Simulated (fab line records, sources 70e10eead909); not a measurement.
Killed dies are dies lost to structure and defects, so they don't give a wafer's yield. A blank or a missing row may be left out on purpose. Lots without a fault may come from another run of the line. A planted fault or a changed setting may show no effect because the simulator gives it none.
A struck lot beside a sound one | flow nand_harc | 23 steps out of a route of 1159
Sound: wafers L418.3, L418.4, L418.5. Struck: wafers L429.1, L429.3, L429.6. The cause comes at the end.
At each step with rows: each side's tool, then ch and its chambers, then its first start. Under that, the readings that differ: sound wafers | struck wafers | difference of the means | sigmas: that difference in standard deviations of wafers without a fault.
alike: readings whose means differ by less than 2 such deviations, and words and numbers that are the same on both sides. not compared: withheld readings, readings that some wafer has no value for, bounds like >300 that may hide the same value, and numbers for which the record gives no deviation and whose values overlap.
The two part at a step that has a row with sigmas, a row that says differs or no value, or rows on one side only. Numbers that don't overlap but have no deviation are shown without sigmas and don't part them. A reading that every wafer of one side lacks parts them only if that side has two wafers or more.

first, 1 step without rows for these wafers: NHARC_A_CONTACT_STRIP_27 (strips in post etch residue remover, time 600 s).
NHARC_A_CONTACT_ALD_18: deposits TiN, target thk 3 nm, pulse time 1 s, ald cycles 150.
  sound on ald_metal-04 ch 1,3, day 17 11:11; struck on ald_metal-04 ch 0,3, day 20 01:53
  alike: heater_power_w, precursor_pulse_height_rel, susceptor_temp_C
NHARC_A_CONTACT_CVD_19: deposits W, target thk 300 nm, time 802 s.
  sound on cvd_w-02 ch 0,1; struck on cvd_w-01 ch 0,1
  alike: heater_power_w, susceptor_temp_C, throttle_valve_pct
NHARC_A_CONTACT_CMP_20: polishes, t overpolish 30 s, target thk 300 nm.
  sound on cmp-03 ch 0,2,3, day 17 15:04; struck on cmp-01 ch 0,2, day 20 02:58
  alike: motor_current_A, overpolish_run_s, slurry_filter_dp_kPa, time_to_endpoint_s
then, 1 step without rows for these wafers: NHARC_A_CONTACT_SRD_22.
NHARC_A_CONTACT_INSPECT_23:
  sound on defect_inspect-01, day 17 15:25; struck on defect_inspect-01, day 20 03:22
  alike: raw_defect_count
then, 5 steps without rows for these wafers: NHARC_A_BLC_DEHYDRATE_00 (time 120 s); NHARC_A_BLC_HMDS_01 (time 30 s); NHARC_A_BLC_COAT_02 (time 75 s); NHARC_A_BLC_COAT_03 (time 65 s); NHARC_A_BLC_COAT_04 (resist thk 90 nm).
NHARC_A_BLC_SOFTBAKE_05: time 55 s.
  sound on litho_track-06 ch 0, day 17 15:00; struck on litho_track-01 ch 0, day 20 03:00
  reading                  | sound                | struck               | difference | sigmas
  heater_power_total_W (W) | 188.38 188.36 188.31 | 163.59 163.59 163.71 | -24.72     | -99 or more
then, 4 steps without rows for these wafers: NHARC_A_BLC_EBR_06; NHARC_A_BLC_EXPOSE_07 (exposes mask A BLC, target cd 100 nm); NHARC_A_BLC_PEB_08 (peb time 65 s); NHARC_A_BLC_DEVELOP_09 (develop time 35 s).
NHARC_A_BLC_CD_MEAS_10: target cd 100 nm.
  sound on cd_sem-03 ch 0, day 17 15:56; struck on cd_sem-01 ch 0, day 20 03:53
  reading    | sound             | struck            | difference | sigmas
  cd_nm (nm) | 101.1 100.5 100.7 | 102.3 101.9 102.0 | +1.3       | +2
NHARC_A_BLC_OVL_MEAS_11:
  sound on overlay-01, day 17 16:01; struck on overlay-01, day 20 03:58
  alike: overlay_x_nm, overlay_y_nm
NHARC_A_BLC_INSPECT_12:
  sound on defect_inspect-02, day 17 16:04; struck on defect_inspect-02, day 20 04:01
  alike: raw_defect_count
NHARC_A_BLC_DESCUM_15: chemistry O2, time 3 s.
  sound on rie_diel-07 ch 1,2,3, day 17 16:07; struck on rie_diel-07 ch 0,2,3, day 20 04:05
  reading                | sound             | struck            | difference | sigmas
  model.A_BLC.cd_nm (nm) | 100.5 100.8 100.5 | 101.8 101.3 101.5 | +0.9       |
  alike: drypump_motor_current_A, oes_product_au, rf_vpp_V, showerhead_plenum_p_Torr, throttle_valve_pct
  not compared: rf_hours_counter_h
NHARC_A_BLC_ETCH_16: etches the open film in CF4, target depth 39 nm, time 65 s.
  sound on rie_diel-07 ch 0,2, day 17 16:13; struck on rie_diel-07 ch 0,1,3, day 20 04:10
  reading                | sound             | struck          | difference | sigmas
  model.A_BLC.cd_nm (nm) | 100.5 100.4 100.6 | 101.7 101 101.4 | +0.9       |
  alike: drypump_motor_current_A, oes_product_au, rf_vpp_V, showerhead_plenum_p_Torr, throttle_valve_pct
  not compared: rf_hours_counter_h
NHARC_A_BLC_ETCH_17: etches the open film in N2/H2, target depth 390 nm, time 609.38 s.
  sound on rie_diel-07 ch 0,1,2; struck on rie_diel-07 ch 0,2,3
  alike: drypump_motor_current_A, h2_flow_sccm, oes_product_au, rf_vpp_V, showerhead_plenum_p_Torr, throttle_valve_pct
  not compared: rf_hours_counter_h
NHARC_END_SORT_01:
  sound on prober-01 ch 0, day 19 20:19; struck on prober-02 ch 0, day 22 02:05
  alike: killed_at_array, killed_at_other, killed_at_periphery, killed_dies, killed_open, killed_short

WHERE THEY PART
First at NHARC_A_BLC_SOFTBAKE_05; last, within this record, at NHARC_A_BLC_CD_MEAS_10. Later steps at which nothing parts them and some readings are alike: NHARC_A_BLC_OVL_MEAS_11, NHARC_A_BLC_INSPECT_12, NHARC_A_BLC_DESCUM_15, NHARC_A_BLC_ETCH_16, NHARC_A_BLC_ETCH_17, NHARC_END_SORT_01.

WHY: what the simulator had put in
Process parameter drift: litho_track-01, from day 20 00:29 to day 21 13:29, at NHARC_A_BLC_SOFTBAKE_05. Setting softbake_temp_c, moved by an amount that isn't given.
